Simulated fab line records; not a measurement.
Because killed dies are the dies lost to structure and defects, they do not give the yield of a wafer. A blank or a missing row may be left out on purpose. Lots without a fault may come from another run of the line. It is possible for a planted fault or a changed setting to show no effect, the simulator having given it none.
Chamber matching | flow nandHarc | 4 sister chambers for NHARC_A_STAIRCASE_DESCUM_11 on rieDiel-02
The step chemistry O2, time 3 s. 8 wafers are shown with their chamber, then 8 later ones without.

## WAFERS WITH THEIR CHAMBER
wafer  | chamber | drypumpMotorCurrentA (A) | showerheadPlenumPTorr (Torr)
L076.3 | 2       | 6.1                      | 1.91
L082.4 | 2       | 6.1                      | 1.90
L080.4 | 1       | 5.5                      | 1.86
L080.6 | 1       | 5.5                      | 1.86
L083.1 | 3       | 5.4                      | 1.99
L083.3 | 0       | 5.5                      | 1.89
L083.6 | 3       | 5.4                      | 1.99
L088.2 | 0       | 5.4                      | 1.88

## WAFERS WITHOUT THEIR CHAMBER
wafer  | drypumpMotorCurrentA (A) | showerheadPlenumPTorr (Torr)
L088.4 | 5.5                      | 1.85
L088.5 | 5.4                      | 1.99
L092.1 | 5.4                      | 1.88
L092.5 | 5.3                      | 1.99
L092.6 | 6.1                      | 1.90
L097.2 | 6.1                      | 1.89
L097.3 | 5.5                      | 1.85
L097.4 | 5.4                      | 1.88

## EACH ONE'S CHAMBER
wafer  | from the rows above | in truth
L088.4 | 1                   | 1
L088.5 | 3                   | 3
L092.1 | 0                   | 0
L092.5 | 3                   | 3
L092.6 | 2                   | 2
L097.2 | 2                   | 2
L097.3 | 1                   | 1
L097.4 | 0                   | 0
Placed correctly: 8 of 8. Not placeable from these rows: 0. Number placed wrongly: 0.
How it was worked out, from the rows above alone: a wafer's distance from a chamber is the root of the sum, over the readings, of the square of ((its reading less the chamber's mean) divided by the reading's scatter). The wafer belongs to the nearest chamber; if the next one is less than 2 further off, it can't be placed. For every chamber, the mean is computed from those of its wafers that are shown. How the scatter is found: for the shown wafers, subtract from each reading the mean of its chamber, square and add these, divide the total by (wafers less chambers), then take the root.
